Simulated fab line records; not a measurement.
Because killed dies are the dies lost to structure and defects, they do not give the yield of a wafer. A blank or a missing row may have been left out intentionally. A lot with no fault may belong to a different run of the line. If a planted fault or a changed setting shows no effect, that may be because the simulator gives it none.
Lot-split experiment | flow n5-finfet | 7 lots, 39 wafers read, on a route of 1938 steps

THE SPLIT
At N5_FIN_SAQP_SPACER2_ALD_28 (deposits SiO2, target thk 8.1 nm, pulse time 1 s, purge time 2 s), the setting target-thk-a was moved away from the recipe's 81 angstrom on 18 of the 39 wafers read, by -55.6% to +35.4%. This setting was run at the recipe's value on the other wafers.

FROM THE SPLIT TO THE READING: what the file shows between them, 9 steps
- N5_FIN_SAQP_SPACER2_ETCHBACK_29: etches SiO2 in CHF3/O2, target depth 12.2 nm, time 6.1 s
- N5_FIN_SAQP_MANDREL2_REMOVE_60: chemistry HBr/Cl2/O2, target a-Si, stops on SiNx, bt time 10 s
- N5_FIN_SAQP_CD_MEAS_31: target cd 8 nm
- N5_FIN_SAQP_HM_OPEN_33: chemistry CH3F/O2, target SiNx, target depth 49.4 nm, time 70.6 s
- N5_FIN_SAQP_ETCH_34: etches SiO2 in C4F6/O2, target depth 45 nm, time 15 s
- N5_FIN_SAQP_STRIP_77: strips in N2/H2, time 90 s
- N5_FIN_SAQP_HM_CD_35: target cd 8 nm
- N5_FIN_SAQP_ETCH_64: etches SiO2 in CF4, target depth 1.5 nm
- N5_FIN_SAQP_FIN_ETCH_36: etches the open film in HBr/Cl2/O2, target depth 120 nm, time 50.4 s

THE READING
At N5_FIN_SAQP_CD_MEAS_37: cd-nm in nanometres, against a target cd of 8 nm. On this fab line, fault-free wafers typically give 8.09 nm with a standard deviation of 0.22 nm.

wafer  | tool, chamber at the split | target-thk-a as run, angstrom | against the recipe | cd-nm, nm | against lot-mates on the recipe
L074.1 | ald-sin-02, 1,0,1          | 81                            | recipe             | 7.42      | -
L074.2 | ald-sin-02, 3,2,0          | 109.3                         | +34.9%             | 10.75     | +3.00
L074.3 | ald-sin-02, 3,2,0          | 109.3                         | +34.9%             | 10.66     | +2.91
L074.4 | ald-sin-02, 1,0,1          | 81                            | recipe             | 7.95      | -
L074.5 | ald-sin-02, 1,0,1          | 81                            | recipe             | 7.89      | -
L074.6 | ald-sin-02, 3,2,0          | 109.3                         | +34.9%             | 10.92     | +3.17
L078.1 | ald-sin-02, 3,0,1          | 109.7                         | +35.4%             | 11.05     | +3.01
L078.2 | ald-sin-02, 3,0,1          | 109.7                         | +35.4%             | 10.68     | +2.64
L078.3 | ald-sin-02, 1,2,0          | 81                            | recipe             | 8.12      | -
L078.4 | ald-sin-02, 1,2,0          | 81                            | recipe             | 8.09      | -
L078.5 | ald-sin-02, 3,0,1          | 109.7                         | +35.4%             | 10.70     | +2.66
L078.6 | ald-sin-02, 1,2,0          | 81                            | recipe             | 7.92      | -
L081.1 | ald-sin-02, 2,1,3          | 81                            | recipe             | 7.91      | -
L081.2 | ald-sin-02, 2,1,3          | 81                            | recipe             | 8.11      | -
L081.3 | ald-sin-02, 3              | 107.5                         | +32.7%             | 10.58     | +2.57
L081.4 | ald-sin-02, 0              | 107.5                         | +32.7%             | 10.60     | +2.59
L081.5 | ald-sin-02, 2,1,3          | 81                            | recipe             | 8.01      | -
L081.6 | ald-sin-02, 0              | 107.5                         | +32.7%             | 10.64     | +2.63
L082.1 | ald-sin-02, 2,0,3          | 35.94                         | -55.6%             | 3.71      | -4.36
L082.2 | ald-sin-02, 1,1,2          | 81                            | recipe             | 8.09      | -
L082.3 | ald-sin-02, 2,0,3          | 35.94                         | -55.6%             | 3.46      | -4.61
L082.4 | ald-sin-02, 2,0,3          | 35.94                         | -55.6%             | 3.48      | -4.59
L082.5 | ald-sin-02, 1,1,2          | 81                            | recipe             | 8.28      | -
L082.6 | ald-sin-02, 1,1,2          | 81                            | recipe             | 7.84      | -
L083.1 | ald-sin-03, 0,1,2          | 51.99                         | -35.8%             | 5.50      | -2.65
L083.2 | ald-sin-03, 2,3,3          | 81                            | recipe             | 8.64      | -
L083.3 | ald-sin-03, 2,3,3          | 81                            | recipe             | 7.88      | -
L083.4 | ald-sin-03, 0,1,2          | 51.99                         | -35.8%             | 5.30      | -2.85
L083.5 | ald-sin-03, 2,3,3          | 81                            | recipe             | 7.93      | -
L083.6 | ald-sin-03, 0,1,2          | 51.99                         | -35.8%             | 5.05      | -3.10
L084.1 | ald-sin-01, 2,2,3          | 54.45                         | -32.8%             | 5.22      | -2.77
L084.2 | ald-sin-01, 3,0,1          | 81                            | recipe             | 8.24      | -
L084.3 | ald-sin-01, 3,0,1          | 81                            | recipe             | 7.82      | -
L084.4 | ald-sin-01, 3,0,1          | 81                            | recipe             | 7.92      | -
L084.5 | ald-sin-01, 2,2,3          | 54.45                         | -32.8%             | 5.34      | -2.65
L084.6 | ald-sin-01, 2,2,3          | 54.45                         | -32.8%             | 5.30      | -2.69
L095.1 | ald-sin-02, 0,3,2          | 81                            | recipe             | 7.96      | -
L095.3 | ald-sin-02, 0,3,2          | 81                            | recipe             | 8.28      | -
L095.5 | ald-sin-02, 0,3,2          | 81                            | recipe             | 8.05      | -
Where a row lists several chambers, the file gives one row for several wafers and doesn't say which wafer went through which chamber.

THE FIT
A straight line over all 39 wafers: cd-nm changes by +0.0796 nm for each +1% of target-thk-a; r = +1.00; the points scatter about the line by 0.2 nm.
The same after taking each lot's own level away (the mean of its wafers on the recipe; 39 wafers): +0.0813 nm for each +1%; r = +1.00; scatter 0.18 nm.
On that fit, the largest move of target-thk-a shifts the reading by 4.5 nm.
The lots' own levels span 7.753 to 8.150 nm, that is 1.8 times the standard deviation above.
The two slopes are in agreement: the lot-to-lot level therefore moves the slope only a little.
Check: for one of the wafers moved furthest among these (-55.6%), held out of the fit, the line's prediction against its lot-mates is -4.55 nm. Against them it came out at -4.36 nm.

OTHER SPLITS APPLIED TO THESE WAFERS
Other splits were also applied to these wafers ahead of the reading. Each is held against what the fit with the lots' levels taken away leaves over:
other split on the same wafers                    | wafers away from the commonest value | r with cd-nm (lot level and that fit taken away)
N5_PMOS_HMC_CHANNEL_EPI_DEVELOP_08 develop-time-s | 15                                   | -0.11

THE WHOLE CHAIN: every reading that the file lists as answering this split, in the file's order
step                           | what it does                                                      | reading                                                                                 | change (the file's fit)                | r (the file's)
N5_FIN_SAQP_SPACER2_ALD_28     | deposits SiO2, target thk 8.1 nm, pulse time 1 s, purge time 2 s  | SiO2_of_FIN_SAQP_SPACER2_ALD_28.thk-nm (the simulator's own value, which no gauge read) | +0.0802 nm for each +1% of the setting | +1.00
N5_FIN_SAQP_MANDREL2_REMOVE_60 | chemistry HBr/Cl2/O2, target a-Si, stops on SiNx, bt time 10 s    | FIN_SAQP.cd-nm (the simulator's own value, which no gauge read)                         | +0.0806 nm for each +1% of the setting | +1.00
N5_FIN_SAQP_CD_MEAS_31         | target cd 8 nm                                                    | cd-nm                                                                                   | +0.0815 nm for each +1% of the setting | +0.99
N5_FIN_SAQP_HM_OPEN_33         | chemistry CH3F/O2, target SiNx, target depth 49.4 nm, time 70.6 s | FIN_SAQP.cd-nm (the simulator's own value, which no gauge read)                         | +0.0801 nm for each +1% of the setting | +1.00
N5_FIN_SAQP_HM_CD_35           | target cd 8 nm                                                    | cd-nm                                                                                   | +0.0819 nm for each +1% of the setting | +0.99
N5_FIN_SAQP_CD_MEAS_37         | target cd 8 nm                                                    | cd-nm                                                                                   | +0.0813 nm for each +1% of the setting | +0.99

THE FILE'S OWN FIT
cd-nm changes by +0.0813 nm for each +1% of target-thk-a, r = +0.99.
